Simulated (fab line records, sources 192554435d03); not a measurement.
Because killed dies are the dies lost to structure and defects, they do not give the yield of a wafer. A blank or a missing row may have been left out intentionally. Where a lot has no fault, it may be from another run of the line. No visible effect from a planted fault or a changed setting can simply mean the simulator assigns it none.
A lot that was struck, set against a sound lot | flow n5_finfet | 16 out of 1938 route steps
Sound: wafers L505.2, L505.4, L505.5. Struck: wafer L522.6 (L522.3, L522.4, from the same lot, were not struck and are left out); the cause is given at the end.
Each step with rows lists, per side, the tool, then ch with its chambers, then its first start. Under that, the readings that differ: sound wafers | struck wafers | difference of the means | sigmas: that difference in standard deviations of wafers without a fault.
alike: same words and numbers on both sides, and readings whose means sit less than 2 such deviations apart. not compared: any withheld reading, any reading some wafer has no value for, any bound like >300 that may hide the same value, and any number with overlapping values for which the record gives no deviation.
Wherever a step has rows on one side only, a row that says differs or no value, or a row with sigmas, the two part there. Non-overlapping numbers with no deviation appear without sigmas and do not part them. A reading missing from all wafers of one side parts the sides only when that side holds two or more wafers.

first, 7 steps without rows for these wafers: N5_BEOL_M2_COAT_76 (time 60 s, resist thk 5 nm); N5_BEOL_M2_COAT_22 (resist thk 30 nm); N5_BEOL_M2_EBR_24; N5_BEOL_M2_SOFTBAKE_23 (time 60 s); N5_BEOL_M2_EXPOSE_25 (exposes mask V1, defocus 5 nm); N5_BEOL_M2_PEB_26 (peb time 60 s); N5_BEOL_M2_DEVELOP_27 (develop time 30 s).
N5_BEOL_M2_CD_MEAS_28: target cd 26.2 nm, target cd y 24.1 nm.
  sound on cd_sem-02 ch 0, day 7 15:41; struck on cd_sem-01 ch 0, day 12 05:09
  alike: cd_nm
N5_BEOL_M2_OVL_MEAS_29:
  sound on overlay-02 ch 0, day 7 15:44; struck on overlay-02 ch 0, day 12 05:11
  alike: V1_OVL
N5_BEOL_M2_INSPECT_30: inspects for defects (brightfield).
  struck on defect_inspect-01, day 12 05:14; sound on defect_inspect-02, day 7 15:47
  alike: raw_defect_count
N5_BEOL_M2_DESCUM_33: chemistry O2, time 7 s.
  sound on rie_diel-03 ch 0,3, day 7 15:49; struck on rie_diel-01 ch 0, day 12 05:16
  alike: drypump_motor_current_A, oes_product_au, rf_fwd_power_W, rf_vpp_V, showerhead_plenum_p_Torr, throttle_valve_pct
  not compared: rf_hours_counter_h
N5_BEOL_M2_ETCH_77: etches underlayer in N2/H2, target depth 6.5 nm, time 5.2 s.
  sound on rie_diel-03 ch 0,3, day 7 15:51; struck on rie_diel-01 ch 0, day 12 05:19
  alike: bias_w, drypump_motor_current_A, etch_rf_on_time_s, oes_product_au, rf_fwd_power_W, rf_vpp_V, showerhead_plenum_p_Torr, throttle_valve_pct
  not compared: rf_hours_counter_h
N5_BEOL_M2_ETCH_69: etches SiARC in CF4, target depth 15.6 nm, time 26 s.
  sound on rie_diel-03 ch 0,3, day 7 15:52; struck on rie_diel-01 ch 0, day 12 05:19
  reading               | sound             | struck | difference | sigmas
  bias_w (W)            | 35.89 36.06 35.93 | 28.85  | -7.11      | -75
  etch_rf_on_time_s (s) | 26.0 26.1 25.5    | 28.3   | +2.4       | +3
  rf_vpp_V (V)          | 185.1 183.4 186.2 | 159.9  | -25.0      | -23
  alike: drypump_motor_current_A, oes_product_au, rf_fwd_power_W, showerhead_plenum_p_Torr, throttle_valve_pct
  not compared: rf_hours_counter_h
N5_BEOL_M2_ALD_98: deposits SiO2, target thk 2.5 nm, pulse time 1 s, co reactant pulse time 1 s.
  sound on ald_sin-01 ch 1,3, day 7 15:57; struck on ald_sin-04 ch 3, day 12 05:27
  alike: heater_power_w, precursor_pulse_height_rel
N5_BEOL_M4_RC_MEAS_101:
  sound on prober-02 ch 0, day 8 23:05; struck on prober-02 ch 0, day 14 02:08
  alike: DIBL_N, DIBL_P, IOFF_N, IOFF_P, ION_N, ION_P, SS_N, SS_P, VT_N, VT_P
-- here the record skips 5 days between the struck wafers' starts before and after, leaving off in module BEOL_M4 and picking up in module PASSIVATION (first step shown: number 1936 of the route) --
N5_PASSIVATION_PROBE_49:
  struck on prober-02, day 18 21:01; sound on prober-01, day 13 12:26
  alike: defect_limited_yield, killed_at_M0_to_M3, killed_at_M4_up, killed_at_contacts, killed_at_front_end, killed_at_other, killed_dies, killed_open, killed_short, sort_bin_5_function, sort_bin_6_memory, sort_n_pass, sort_yield_pct

## WHERE THEY PART
Only at N5_BEOL_M2_ETCH_69, within this record. Later steps at which nothing parts them and some readings are alike: N5_BEOL_M2_ALD_98, N5_BEOL_M4_RC_MEAS_101, N5_PASSIVATION_PROBE_49.

WHY: what had been put in by the simulator
rie_diel-01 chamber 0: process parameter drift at N5_BEOL_M2_ETCH_69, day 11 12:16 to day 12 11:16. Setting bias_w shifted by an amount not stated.
